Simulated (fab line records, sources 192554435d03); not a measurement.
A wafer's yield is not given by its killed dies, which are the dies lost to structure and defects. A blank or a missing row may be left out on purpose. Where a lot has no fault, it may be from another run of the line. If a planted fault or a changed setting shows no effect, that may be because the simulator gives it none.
fab line records	flow n5-finfet
record lots=24	wafers=72	last-day=17
route steps=1938 shown BEOL_M11@1579 BEOL_M12@1617
lots that met no fault: taken from a fault-free run of the same line
start-h: start of the lot's first displayed wafer, in hours after the record's first day	wait-h: how many hours have passed since the lot's step before this one	" unchanged from the row above	L1.1+2: one row covering several wafers at once	- no value present, or no start provided	* or withheld: withheld	< > ~ a bound
route shown NAME@n: NAME is a module with steps in the file, n the number in the route of the first one	usual: mean/standard deviation taken from wafers without a fault	same: alike in all rows	chamber/n: place in a boat	sites: per-site readings	_std_site: the values' standard deviation	_edge_site: the outer-site mean with the inner-site mean subtracted	radius-mm: how far each site lies from the wafer's centre	mask NAME#n: copy n	behind: the most recent tool/chamber to have shaped the wafer	hold: cause of the lot's hold/its duration in hours/its outcome	device: whichever transistor did not switch (one of n, p or np)	end of line: tests of these same wafers at the route's end	a step given without rows: its recipe and nothing more	killed: dies lost to structure and defects at the first sort, not the wafer's yield	map: per-die view of a wafer (x killed, . not killed, _ where there is no die)
set.NAME: the run value of the setting; set.NAME@STEP: its run value at that earlier step	model.NAME: the simulator's own value behind a step, which no gauge read
one table for each step of the route and one row for each wafer, over a sample of lots
services: a tool's chamber out of use, with start hour (start-h, from the record's first day; less than 0 if before it), hours out, and reason
## steps
# step N5_BEOL_M11_ETCH_41
# recipe chemistry=CH3F/O2	target=SiCN	target-depth-a=426	taper-deg=2	time-s=86	ion-energy-ev=120	mask-material=TiN	pressure-mtorr=30	source-w=395	bias-w=75	Ar_flow_sccm=150	CH3F_flow_sccm=30	O2_flow_sccm=20
# usual drypump-motor-current-A=5.6/0.5	oes-product-au=0.82/0.065	rf-vpp-V=297.7/1.4	showerhead-plenum-p-Torr=2.02/0.062	throttle-valve-pct=16.23/0.17
lot.wafer	tool	chamber	start-h	wait-h	drypump-motor-current-A	oes-product-au	rf-hours-counter-h	rf-vpp-V	showerhead-plenum-p-Torr	throttle-valve-pct
L074.2	rie-diel-01	0	-	-	5.8	0.83	62	299.3	2.12	16.42
L074.3	"	2	"	"	4.8	0.82	95	296.0	1.93	16.04
L074.4	"	3	"	"	5.5	0.87	49	298.9	2.04	16.23
L075.1	rie-diel-01	0	-	-	5.8	0.83	65	298.5	2.12	16.42
L075.4	"	3	"	"	5.5	0.86	53	297.5	2.04	16.23
L075.5	"	0	"	"	5.8	0.83	-	300.2	2.12	16.43
L077.2	rie-diel-03	3	-	-	5.7	0.89	45	298.1	2.03	16.18
L077.3	"	2	"	"	6.4	0.85	55	300.4	2.12	16.16
L077.4	"	2	"	"	6.4	0.85	-	299.6	2.12	16.13
L079.1	rie-diel-01	0	-	-	5.8	0.81	66	298.8	2.12	16.41
L079.4	"	3	"	"	5.5	0.86	53	298.3	2.04	16.21
L079.6	"	0	"	"	5.8	0.83	-	300.6	2.12	16.42
L076.3	rie-diel-01	0	-	-	5.8	0.81	68	299.1	2.12	16.43
L076.5	"	3	"	"	5.5	0.87	-	299.3	2.04	16.21
L076.6	"	2	"	"	4.8	0.80	-	294.7	1.93	16.04
L078.1	rie-diel-01	2	-	-	4.9	0.81	101	296.3	1.93	16.05
L078.4	"	3	"	"	5.5	0.86	56	297.1	2.04	16.23
L078.5	"	3	"	"	5.5	0.85	-	297.1	2.04	16.21
L080.3	rie-diel-03	1	-	-	6.6	0.70	230	298.5	2.05	16.45
L080.4	"	2	"	"	6.4	0.84	63	298.6	2.11	16.17
L080.5	"	0	"	"	5.7	0.89	-	296.8	1.96	15.83
L082.1	rie-diel-01	2	-	-	4.8	0.80	109	296.8	1.93	16.08
L082.4	"	1	"	"	5.7	0.75	165	296.8	2.00	16.29
L082.6	"	3	"	"	5.5	0.86	-	297.4	2.03	16.25
L081.3	rie-diel-01	0	-	-	5.8	0.81	77	299.0	2.11	16.44
L081.5	"	0	"	"	5.8	0.81	-	300.4	2.11	16.41
L081.6	"	3	"	"	5.5	0.85	-	298.6	2.03	16.25
L083.1	rie-diel-02	1	-	-	5.8	0.92	17	296.2	1.96	16.37
L083.4	"	0	"	"	6.1	0.74	-	299.4	2.07	16.02
L083.5	"	2	"	"	5.1	0.78	-	296.6	1.93	16.41
L085.3	rie-diel-02	3	-	-	4.9	0.96	3	298.1	2.04	16.11
L085.5	"	3	"	"	4.9	0.94	-	298.7	2.04	16.11
L085.6	"	0	"	"	6.1	0.74	-	298.6	2.06	16.02
L086.1	rie-diel-02	1	-	-	5.8	0.90	24	297.2	1.96	16.40
L086.5	"	1	"	"	5.8	0.90	-	297.1	1.96	16.40
L086.6	"	0	"	"	6.1	0.73	-	298.9	2.06	16.01
L084.1	rie-diel-02	1	-	-	5.8	0.92	26	297.3	1.96	16.39
L084.2	"	3	"	"	4.9	0.94	7	297.6	2.04	16.12
L084.6	"	0	"	"	6.1	0.73	-	299.3	2.06	16.04
L088.2	rie-diel-03	2	-	-	6.4	0.82	77	300.9	2.11	16.19
L088.5	"	0	"	"	5.7	0.88	-	296.1	1.95	15.84
L088.6	"	3	"	"	5.8	0.85	-	298.0	2.03	16.21
L087.1	rie-diel-03	3	-	-	5.7	0.85	68	296.9	2.02	16.20
L087.2	"	2	"	"	6.4	0.83	79	298.0	2.11	16.18
L087.3	"	0	"	"	5.7	0.86	56	296.9	1.95	15.86
L089.1	rie-diel-01	3	-	-	5.5	0.81	78	298.7	2.03	16.27
L089.4	"	1	"	"	5.7	0.74	181	297.2	1.99	16.33
L089.6	"	3	"	"	5.5	0.83	-	296.9	2.03	16.27
L091.1	rie-diel-03	0	-	-	5.7	0.86	58	296.4	1.95	15.84
L091.2	"	2	"	"	6.4	0.81	82	299.7	2.11	16.21
L091.3	"	3	"	"	5.7	0.85	71	297.4	2.02	16.21
L090.2	rie-diel-02	2	-	-	5.0	0.77	127	296.6	1.93	16.41
L090.3	"	0	"	"	6.1	0.73	191	299.4	2.06	16.05
L090.6	"	1	"	"	5.8	0.90	-	296.2	1.96	16.40
L093.1	rie-diel-01	3	-	-	5.5	0.82	84	298.7	2.03	16.29
L093.5	"	1	"	"	5.7	0.74	-	297.6	1.99	16.34
L093.6	"	0	"	"	5.8	0.79	-	300.7	2.11	16.46
L092.2	rie-diel-02	3	-	-	4.9	0.89	18	297.2	2.04	16.14
L092.4	"	1	"	"	5.8	0.88	37	296.4	1.96	16.40
L092.5	"	1	"	"	5.8	0.89	-	296.4	1.96	16.42
L094.1	rie-diel-02	1	-	-	5.8	0.88	41	295.6	1.96	16.41
L094.3	"	0	"	"	6.1	0.71	202	297.7	2.06	16.05
L094.4	"	2	"	"	5.1	0.76	134	295.2	1.93	16.43
L095.2	rie-diel-02	1	-	-	5.8	0.87	41	296.3	1.96	16.42
L095.4	"	2	"	"	5.1	0.77	135	296.1	1.93	16.43
L095.5	"	3	"	"	4.9	0.90	-	298.8	2.04	16.14
L096.1	rie-diel-03	2	-	-	6.4	0.80	92	300.1	2.10	16.21
L096.3	"	1	"	"	6.6	0.97	1	298.5	2.05	16.02
L096.6	"	1	"	"	6.6	0.97	-	298.6	2.05	16.00
L097.3	rie-diel-01	2	-	-	4.8	0.78	139	295.6	1.92	16.14
L097.4	"	3	"	"	5.5	0.81	96	297.1	2.02	16.30
L097.6	"	2	"	"	4.8	0.77	-	295.6	1.92	16.13
# step N5_BEOL_M11_DEGAS_44
# recipe ambient=vacuum	temp-c=250	time-s=60
# usual heater-power-w=342/34
lot.wafer	tool	chamber	start-h	wait-h	heater-power-w
L074.2	pvd-sputter-01	-	230.86	0.5	330
L074.3	"	-	"	"	389
L074.4	"	-	"	"	304
L075.1	pvd-sputter-03	-	243.03	0.7	319
L075.4	"	-	"	"	380
L075.5	"	-	"	"	359
L077.2	pvd-sputter-03	-	245.67	0.6	327
L077.3	"	-	"	"	349
L077.4	"	-	"	"	324
L079.1	pvd-sputter-03	-	245.75	0.6	387
L079.4	"	-	"	"	315
L079.6	"	-	"	"	314
L076.3	pvd-sputter-01	-	250.10	0.4	373
L076.5	"	-	"	"	332
L076.6	"	-	"	"	304
L078.1	pvd-sputter-02	-	250.90	0.9	287
L078.4	"	-	"	"	297
L078.5	"	-	"	"	280
L080.3	pvd-sputter-03	-	268.49	0.4	311
L080.4	"	-	"	"	323
L080.5	"	-	"	"	315
L082.1	pvd-sputter-03	-	275.35	1.3	316
L082.4	"	-	"	"	324
L082.6	"	-	"	"	380
L081.3	pvd-sputter-01	-	278.08	0.7	377
L081.5	"	-	"	"	394
L081.6	"	-	"	"	338
L083.1	pvd-sputter-01	-	283.82	0.6	390
L083.4	"	-	"	"	372
L083.5	"	-	"	"	333
L085.3	pvd-sputter-01	-	296.10	0.7	322
L085.5	"	-	"	"	394
L085.6	"	-	"	"	365
L086.1	pvd-sputter-01	-	303.48	0.5	392
L086.5	"	-	"	"	380
L086.6	"	-	"	"	392
L084.1	pvd-sputter-01	-	309.66	0.5	370
L084.2	"	-	"	"	394
L084.6	"	-	"	"	394
L088.2	pvd-sputter-03	-	312.26	1.7	347
L088.5	"	-	"	"	310
L088.6	"	-	"	"	313
L087.1	pvd-sputter-03	-	317.82	0.3	318
L087.2	"	-	"	"	354
L087.3	"	-	"	"	389
L089.1	pvd-sputter-01	-	320.63	0.3	298
L089.4	"	-	"	"	387
L089.6	"	-	"	"	310
L091.1	pvd-sputter-01	-	327.67	0.3	337
L091.2	"	-	"	"	389
L091.3	"	-	"	"	302
L090.2	pvd-sputter-02	-	331.39	1.0	364
L090.3	"	-	"	"	324
L090.6	"	-	"	"	298
L093.1	pvd-sputter-01	-	340.01	0.3	378
L093.5	"	-	"	"	387
L093.6	"	-	"	"	374
L092.2	pvd-sputter-02	-	347.24	0.2	303
L092.4	"	-	"	"	362
L092.5	"	-	"	"	375
L094.1	pvd-sputter-03	-	358.50	0.5	316
L094.3	"	-	"	"	357
L094.4	"	-	"	"	384
L095.2	pvd-sputter-02	-	360.63	0.3	335
L095.4	"	-	"	"	281
L095.5	"	-	"	"	293
L096.1	pvd-sputter-03	-	368.48	2.1	323
L096.3	"	-	"	"	315
L096.6	"	-	"	"	310
L097.3	pvd-sputter-01	-	373.57	1.2	323
L097.4	"	-	"	"	374
L097.6	"	-	"	"	385
# step N5_BEOL_M11_ALD_74
# recipe material=TaN	target-thk-a=20	temp-c=275	ald-precursor-family=PDMAT	ald-co-reactant=NH3	pressure-torr=3	carrier-flow-sccm=1500	pulse-time-s=2	purge-time-s=3	co-reactant-purge-time-s=2	co-reactant-pulse-time-s=3	ald-cycles=40	precursor-vessel-temp-c=75	precursor-vessel-pressure-torr=26.25	precursor-vessel-carrier-sccm=1000
# usual heater-power-w=429/51	precursor-vessel-pressure-torr=26.25/0.052	precursor-vessel-temp-c=75.02/0.13
# same co-reactant-pulse-time-s=3	pulse-time-s=2
lot.wafer	tool	chamber	start-h	wait-h	heater-power-w	precursor-vessel-pressure-torr	precursor-vessel-temp-c
L074.2	ald-metal-03	0	230.96	0.0	428	26.37	74.95
L074.3	"	2	"	"	367	26.23	75.16
L074.4	"	3	"	"	473	26.25	75.08
L075.1	ald-metal-02	0	243.30	0.2	430	26.32	74.89
L075.4	"	1	"	"	381	26.15	75.18
L075.5	"	2	"	"	543	26.23	74.88
L077.2	ald-metal-04	0	245.77	0.0	412	26.20	75.04
L077.3	"	1	"	"	383	26.28	75.06
L077.4	"	3	"	"	366	26.20	74.84
L079.1	ald-metal-03	1	245.86	0.1	401	26.31	75.17
L079.4	"	2	"	"	367	26.23	75.01
L079.6	"	1	"	"	406	26.25	75.13
L076.3	ald-metal-02	2	250.31	0.1	550	26.19	75.36
L076.5	"	0	"	"	421	26.22	75.14
L076.6	"	3	"	"	432	26.28	74.93
L078.1	ald-metal-02	1	251.03	0.1	379	26.12	75.06
L078.4	"	0	"	"	425	26.34	75.06
L078.5	"	0	"	"	426	26.27	75.07
L080.3	ald-metal-02	2	268.59	0.0	547	26.29	75.03
L080.4	"	1	"	"	372	26.29	74.68
L080.5	"	0	"	"	420	26.28	74.95
L082.1	ald-metal-02	3	275.47	0.1	431	26.28	74.93
L082.4	"	2	"	"	533	26.25	74.97
L082.6	"	3	"	"	451	26.27	74.89
L081.3	ald-metal-02	3	278.35	0.2	432	26.30	74.89
L081.5	"	0	"	"	422	26.15	74.99
L081.6	"	1	"	"	379	26.28	75.24
L083.1	ald-metal-04	2	284.15	0.3	479	26.25	75.11
L083.4	"	0	"	"	418	26.26	74.81
L083.5	"	0	"	"	404	26.21	74.91
L085.3	ald-metal-02	0	296.20	0.0	416	26.20	75.12
L085.5	"	2	"	"	535	26.20	74.81
L085.6	"	3	"	"	440	26.28	74.89
L086.1	ald-metal-03	0	303.64	0.1	423	26.31	75.04
L086.5	"	2	"	"	371	26.29	75.18
L086.6	"	1	"	"	403	26.31	74.92
L084.1	ald-metal-04	3	309.81	0.1	381	26.30	75.01
L084.2	"	2	"	"	482	26.26	74.95
L084.6	"	0	"	"	413	26.35	75.05
L088.2	ald-metal-02	3	312.36	0.0	437	26.24	75.25
L088.5	"	0	"	"	419	26.26	74.94
L088.6	"	3	"	"	443	26.24	75.22
L087.1	ald-metal-03	1	318.10	0.2	401	26.15	75.26
L087.2	"	0	"	"	417	26.25	74.89
L087.3	"	3	"	"	481	26.22	74.89
L089.1	ald-metal-02	3	320.74	0.0	448	26.25	75.01
L089.4	"	2	"	"	528	26.20	75.17
L089.6	"	1	"	"	378	26.35	75.06
L091.1	ald-metal-02	2	328.00	0.3	528	26.25	75.22
L091.2	"	1	"	"	377	26.22	75.21
L091.3	"	3	"	"	440	26.29	75.07
L090.2	ald-metal-03	1	331.50	0.0	398	26.25	75.19
L090.3	"	2	"	"	368	26.28	75.10
L090.6	"	0	"	"	407	26.26	74.94
L093.1	ald-metal-04	0	340.11	0.0	409	26.22	75.10
L093.5	"	2	"	"	467	26.17	74.90
L093.6	"	1	"	"	397	26.24	75.02
L092.2	ald-metal-03	3	347.35	0.0	481	26.25	74.99
L092.4	"	0	"	"	423	26.26	75.08
L092.5	"	3	"	"	482	26.31	74.87
L094.1	ald-metal-03	2	358.60	0.0	360	26.25	75.32
L094.3	"	1	"	"	402	26.24	75.06
L094.4	"	0	"	"	412	26.28	74.88
L095.2	ald-metal-02	0	360.76	0.1	428	26.28	75.05
L095.4	"	1	"	"	384	26.22	75.36
L095.5	"	0	"	"	422	26.23	74.88
L096.1	ald-metal-03	2	368.58	0.0	359	26.18	75.13
L096.3	"	1	"	"	400	26.25	75.00
L096.6	"	2	"	"	373	26.26	75.06
L097.3	ald-metal-02	0	373.76	0.1	427	26.29	75.03
L097.4	"	3	"	"	440	26.19	74.86
L097.6	"	3	"	"	440	26.17	75.05
# step N5_BEOL_M12_VIA_ETCH_16
# recipe chemistry=C4F8/O2/Ar	target=SiOC	pressure-mtorr=30	source-w=3000	bias-w=700	Ar_flow_sccm=400	C4F8_flow_sccm=15	O2_flow_sccm=8	he-inner-torr=15	he-outer-torr=30	target-depth-a=7248	time-s=withheld	ion-energy-ev=250	ends=cleared
# usual C4F8_flow_sccm=15.00/0.042	drypump-motor-current-A=5.8/0.37	oes-product-au=0.73/0.069	rf-vpp-V=666.8/2.6	showerhead-plenum-p-Torr=3.47/0.093	throttle-valve-pct=24.00/0.25
lot.wafer	tool	chamber	start-h	wait-h	C4F8_flow_sccm	drypump-motor-current-A	oes-product-au	rf-vpp-V	showerhead-plenum-p-Torr	throttle-valve-pct
L074.2	rie-diel-06	1	233.92	0.0	14.99	6.4	0.76	671.1	3.58	24.12
L074.3	"	2	"	"	14.98	5.6	0.69	661.5	3.27	24.23
L074.4	"	0	"	"	14.99	5.9	0.65	666.6	3.40	23.99
L075.1	rie-diel-05	1	246.23	0.0	14.98	5.7	0.65	669.2	3.54	24.02
L075.4	"	3	"	"	15.03	5.9	0.89	664.3	3.36	23.99
L075.5	"	1	"	"	15.00	5.7	0.65	668.8	3.54	24.00
L077.2	rie-diel-05	3	248.08	0.0	15.05	5.9	0.89	663.5	3.36	24.01
L077.3	"	0	"	"	15.01	5.1	0.77	671.6	3.61	24.25
L077.4	"	2	"	"	14.95	5.8	0.79	666.5	3.46	23.57
L079.1	rie-diel-04	2	248.24	0.0	15.00	5.9	0.72	665.7	3.43	24.42
L079.4	"	1	"	"	14.96	6.0	0.74	665.6	3.46	23.80
L079.6	"	3	"	"	14.98	5.6	0.80	666.0	3.48	23.85
L076.3	rie-diel-04	0	253.05	0.0	14.97	5.5	0.76	666.3	3.46	24.14
L076.5	"	3	"	"	15.00	5.6	0.81	667.7	3.48	23.87
L076.6	"	0	"	"	14.95	5.5	0.76	666.6	3.46	24.13
L078.1	rie-diel-06	2	254.21	0.0	14.99	5.6	0.67	662.0	3.27	24.23
L078.4	"	1	"	"	15.03	6.5	0.75	669.4	3.58	24.14
L078.5	"	3	"	"	15.03	6.6	0.91	670.8	3.62	23.49
L080.3	rie-diel-05	2	272.36	0.0	15.05	5.8	0.77	666.5	3.45	23.57
L080.4	"	3	"	"	14.91	5.9	0.84	664.1	3.36	24.00
L080.5	"	2	"	"	15.02	5.8	0.78	666.7	3.45	23.58
L082.1	rie-diel-04	1	278.44	0.0	15.06	6.0	0.73	666.3	3.46	23.81
L082.4	"	2	"	"	15.07	5.9	0.70	664.4	3.43	24.43
L082.6	"	0	"	"	14.99	5.4	0.75	665.4	3.45	24.15
L081.3	rie-diel-06	2	281.42	0.0	15.01	5.7	0.67	660.6	3.27	24.23
L081.5	"	2	"	"	14.97	5.6	0.67	659.8	3.27	24.23
L081.6	"	3	"	"	14.99	6.6	0.86	670.8	3.62	23.51
L083.1	rie-diel-05	2	286.72	0.0	14.93	5.8	0.78	666.8	3.45	23.59
L083.4	"	1	"	"	15.00	5.6	0.64	667.8	3.54	24.02
L083.5	"	3	"	"	15.04	5.9	0.83	662.9	3.36	24.01
L085.3	rie-diel-05	3	298.50	0.0	15.01	5.9	0.82	663.7	3.35	24.00
L085.5	"	1	"	"	15.02	5.7	0.64	668.6	3.53	24.01
L085.6	"	0	"	"	14.95	5.1	0.74	670.8	3.60	24.27
L086.1	rie-diel-05	0	306.22	0.0	15.03	5.1	0.75	672.1	3.60	24.28
L086.5	"	2	"	"	15.04	5.8	0.75	666.3	3.45	23.58
L086.6	"	3	"	"	15.03	5.9	0.81	664.0	3.35	24.02
L084.1	rie-diel-05	3	314.19	0.0	15.04	5.9	0.81	664.9	3.35	24.01
L084.2	"	2	"	"	14.96	5.8	0.75	666.5	3.44	23.60
L084.6	"	3	"	"	14.97	5.9	0.81	663.6	3.35	24.02
L088.2	rie-diel-05	2	314.75	0.0	15.21	5.8	0.75	668.6	3.44	23.60
L088.5	"	0	"	"	14.95	5.1	0.74	669.6	3.59	24.27
L088.6	"	3	"	"	14.96	5.9	0.81	662.3	3.35	24.01
L087.1	rie-diel-04	1	321.82	0.0	15.01	6.0	0.71	665.1	3.45	23.84
L087.2	"	3	"	"	14.95	5.6	0.77	667.8	3.46	23.88
L087.3	"	2	"	"	14.98	5.9	0.69	665.8	3.42	24.46
L089.1	rie-diel-05	0	323.44	0.0	14.97	5.1	0.74	670.0	3.59	24.28
L089.4	"	3	"	"	14.97	5.9	0.80	663.3	3.35	24.03
L089.6	"	3	"	"	15.04	5.9	0.80	664.4	3.35	24.03
L091.1	rie-diel-06	1	331.84	0.0	15.05	6.5	0.73	668.3	3.57	24.16
L091.2	"	0	"	"	15.04	5.9	0.64	664.1	3.38	24.03
L091.3	"	2	"	"	14.93	5.6	0.66	660.7	3.26	24.24
L090.2	rie-diel-05	1	334.13	0.0	15.04	5.7	0.63	668.4	3.53	24.03
L090.3	"	2	"	"	14.94	5.8	0.75	666.1	3.44	23.60
L090.6	"	1	"	"	15.01	5.6	0.63	668.3	3.53	24.03
L093.1	rie-diel-04	1	342.62	0.0	15.03	6.0	0.71	665.5	3.44	23.85
L093.5	"	0	"	"	14.94	5.4	0.72	666.8	3.44	24.18
L093.6	"	1	"	"	15.00	6.0	0.71	665.9	3.44	23.85
L092.2	rie-diel-05	2	350.47	0.0	14.95	5.8	0.75	666.1	3.44	23.60
L092.4	"	3	"	"	14.91	5.9	0.80	663.4	3.34	24.05
L092.5	"	1	"	"	14.98	5.7	0.62	669.2	3.52	24.05
L094.1	rie-diel-06	0	360.85	0.0	14.96	5.9	0.62	665.1	3.38	24.04
L094.3	"	1	"	"	14.93	6.4	0.72	668.5	3.56	24.17
L094.4	"	2	"	"	15.02	5.7	0.66	660.4	3.25	24.27
L095.2	rie-diel-05	0	363.94	0.0	15.01	5.1	0.72	671.0	3.59	24.27
L095.4	"	1	"	"	14.94	5.6	0.62	666.9	3.52	24.05
L095.5	"	2	"	"	15.00	5.8	0.74	665.8	3.43	23.62
L096.1	rie-diel-05	1	371.38	0.0	15.01	5.7	0.61	668.5	3.52	24.07
L096.3	"	0	"	"	15.00	5.1	0.72	671.0	3.59	24.30
L096.6	"	2	"	"	14.92	5.8	0.71	666.9	3.43	23.61
L097.3	rie-diel-04	3	376.22	0.0	15.02	5.6	0.74	666.2	3.45	23.92
L097.4	"	1	"	"	15.05	6.0	0.69	665.0	3.43	23.87
L097.6	"	2	"	"	14.93	5.9	0.67	664.6	3.41	24.47
# step N5_BEOL_M12_CD_MEAS_17
# recipe target-cd-nm=140	polarity=opening
# usual cd-nm=140.4/1.6
lot.wafer	tool	chamber	start-h	wait-h	cd-nm
L074.2	cd-sem-01	-	234.33	0.0	141.3
L074.3	"	-	"	"	140.9
L074.4	"	-	"	"	142.9
L075.1	cd-sem-01	-	246.64	0.0	140.3
L075.4	"	-	"	"	140.3
L075.5	"	-	"	"	137.8
L077.2	cd-sem-01	-	248.49	0.0	140.2
L077.3	"	-	"	"	141.8
L077.4	"	-	"	"	142.1
L079.1	cd-sem-02	-	248.65	0.0	139.2
L079.4	"	-	"	"	140.0
L079.6	"	-	"	"	141.4
L076.3	cd-sem-02	-	253.45	0.0	139.7
L076.5	"	-	"	"	141.4
L076.6	"	-	"	"	139.8
L078.1	cd-sem-02	-	254.62	0.0	139.2
L078.4	"	-	"	"	139.4
L078.5	"	-	"	"	138.5
L080.3	cd-sem-02	-	272.77	0.0	141.6
L080.4	"	-	"	"	140.2
L080.5	"	-	"	"	142.0
L082.1	cd-sem-03	-	278.86	0.0	139.5
L082.4	"	-	"	"	141.7
L082.6	"	-	"	"	143.5
L081.3	cd-sem-03	-	281.83	0.0	141.6
L081.5	"	-	"	"	142.2
L081.6	"	-	"	"	140.2
L083.1	cd-sem-03	-	287.12	0.0	140.9
L083.4	"	-	"	"	140.6
L083.5	"	-	"	"	140.5
L085.3	cd-sem-03	-	298.91	0.0	138.2
L085.5	"	-	"	"	135.6
L085.6	"	-	"	"	137.6
L086.1	cd-sem-03	-	306.63	0.0	140.6
L086.5	"	-	"	"	139.4
L086.6	"	-	"	"	141.0
L084.1	cd-sem-03	-	314.60	0.0	137.3
L084.2	"	-	"	"	139.2
L084.6	"	-	"	"	138.3
L088.2	cd-sem-03	-	315.16	0.0	141.2
L088.5	"	-	"	"	141.5
L088.6	"	-	"	"	141.2
L087.1	cd-sem-01	-	322.23	0.0	137.4
L087.2	"	-	"	"	138.8
L087.3	"	-	"	"	141.6
L089.1	cd-sem-02	-	323.85	0.0	139.6
L089.4	"	-	"	"	141.2
L089.6	"	-	"	"	141.4
L091.1	cd-sem-03	-	332.25	0.0	141.2
L091.2	"	-	"	"	142.3
L091.3	"	-	"	"	140.5
L090.2	cd-sem-03	-	334.54	0.0	139.2
L090.3	"	-	"	"	138.5
L090.6	"	-	"	"	139.1
L093.1	cd-sem-03	-	343.02	0.0	140.1
L093.5	"	-	"	"	139.7
L093.6	"	-	"	"	141.5
L092.2	cd-sem-01	-	350.88	0.0	140.2
L092.4	"	-	"	"	138.3
L092.5	"	-	"	"	138.2
L094.1	cd-sem-02	-	361.26	0.0	140.3
L094.3	"	-	"	"	141.2
L094.4	"	-	"	"	142.0
L095.2	cd-sem-03	-	364.35	0.0	141.3
L095.4	"	-	"	"	143.1
L095.5	"	-	"	"	143.1
L096.1	cd-sem-03	-	371.79	0.0	137.5
L096.3	"	-	"	"	139.9
L096.6	"	-	"	"	139.6
L097.3	cd-sem-01	-	376.63	0.0	142.4
L097.4	"	-	"	"	143.6
L097.6	"	-	"	"	141.3
# step N5_BEOL_M12_INSPECT_55
# recipe inspect-instrument=darkfield	mode=post-dep
# usual raw-defect-count=68/23
lot.wafer	tool	chamber	start-h	wait-h	raw-defect-count
L074.2	defect-inspect-01	-	240.12	0.0	50
L074.3	"	-	"	"	63
L074.4	"	-	"	"	66
L075.1	defect-inspect-01	-	249.93	0.0	62
L075.4	"	-	"	"	46
L075.5	"	-	"	"	38
L077.2	defect-inspect-01	-	252.32	0.0	75
L077.3	"	-	"	"	102
L077.4	"	-	"	"	63
L079.1	defect-inspect-01	-	252.92	0.0	90
L079.4	"	-	"	"	98
L079.6	"	-	"	"	69
L076.3	defect-inspect-01	-	258.72	0.0	75
L076.5	"	-	"	"	86
L076.6	"	-	"	"	74
L078.1	defect-inspect-01	-	261.01	0.0	62
L078.4	"	-	"	"	58
L078.5	"	-	"	"	83
L080.3	defect-inspect-02	-	277.10	0.0	62
L080.4	"	-	"	"	72
L080.5	"	-	"	"	66
L082.1	defect-inspect-02	-	281.52	0.0	81
L082.4	"	-	"	"	59
L082.6	"	-	"	"	67
L081.3	defect-inspect-02	-	285.22	0.0	147
L081.5	"	-	"	"	78
L081.6	"	-	"	"	124
L083.1	defect-inspect-01	-	290.40	0.0	92
L083.4	"	-	"	"	72
L083.5	"	-	"	"	58
L085.3	defect-inspect-02	-	303.09	0.0	80
L085.5	"	-	"	"	64
L085.6	"	-	"	"	50
L086.1	defect-inspect-01	-	310.35	0.0	99
L086.5	"	-	"	"	54
L086.6	"	-	"	"	81
L084.1	defect-inspect-02	-	319.42	0.0	86
L084.2	"	-	"	"	46
L084.6	"	-	"	"	30
L088.2	defect-inspect-02	-	319.66	0.0	53
L088.5	"	-	"	"	60
L088.6	"	-	"	"	47
L087.1	defect-inspect-02	-	329.04	0.0	66
L087.2	"	-	"	"	57
L087.3	"	-	"	"	63
L089.1	defect-inspect-01	-	334.81	0.0	49
L089.4	"	-	"	"	96
L089.6	"	-	"	"	54
L091.1	defect-inspect-02	-	338.47	0.0	78
L091.2	"	-	"	"	52
L091.3	"	-	"	"	51
L090.2	defect-inspect-01	-	338.65	0.0	84
L090.3	"	-	"	"	53
L090.6	"	-	"	"	47
L093.1	defect-inspect-01	-	346.50	0.0	90
L093.5	"	-	"	"	86
L093.6	"	-	"	"	78
L092.2	defect-inspect-01	-	354.75	0.0	48
L092.4	"	-	"	"	60
L092.5	"	-	"	"	58
L094.1	defect-inspect-01	-	367.17	0.0	48
L094.3	"	-	"	"	67
L094.4	"	-	"	"	56
L095.2	defect-inspect-02	-	367.89	0.0	57
L095.4	"	-	"	"	32
L095.5	"	-	"	"	56
L096.1	defect-inspect-02	-	376.88	0.0	61
L096.3	"	-	"	"	38
L096.6	"	-	"	"	80
L097.3	defect-inspect-02	-	381.57	0.0	44
L097.4	"	-	"	"	64
L097.6	"	-	"	"	64
## services
tool	chamber	start-h	hours	kind
ald-metal-03	3	208.02	6.1	repair
ald-metal-02	3	208.65	4.7	repair
rie-diel-03	3	214.67	3.1	repair
rie-diel-01	0	216.59	1.2	repair
rie-diel-02	-	219.04	0.7	repair
rie-diel-03	2	224.91	9.3	repair
rie-diel-03	0	240.51	12.8	repair
rie-diel-02	3	256.42	2.8	repair
rie-diel-02	2	267.02	6.3	repair
ald-metal-03	1	289.31	5.3	repair
pvd-sputter-01	-	300.26	1.2	repair
rie-diel-01	0	301.30	18.0	repair
rie-diel-01	2	304.72	3.9	repair
ald-metal-02	-	306.64	2.8	pm
ald-metal-02	-	309.45	2.6	repair
rie-diel-04	0	314.36	2.7	repair
rie-diel-02	-	315.20	0.5	repair
pvd-sputter-01	-	330.77	4.0	repair
rie-diel-02	2	334.70	5.6	repair
rie-diel-05	0	344.58	14.1	repair
ald-metal-02	-	346.80	0.9	repair
rie-diel-05	3	360.97	47.8	repair
rie-diel-02	1	363.63	4.7	repair
rie-diel-05	-	365.03	0.5	repair
## key
fault none
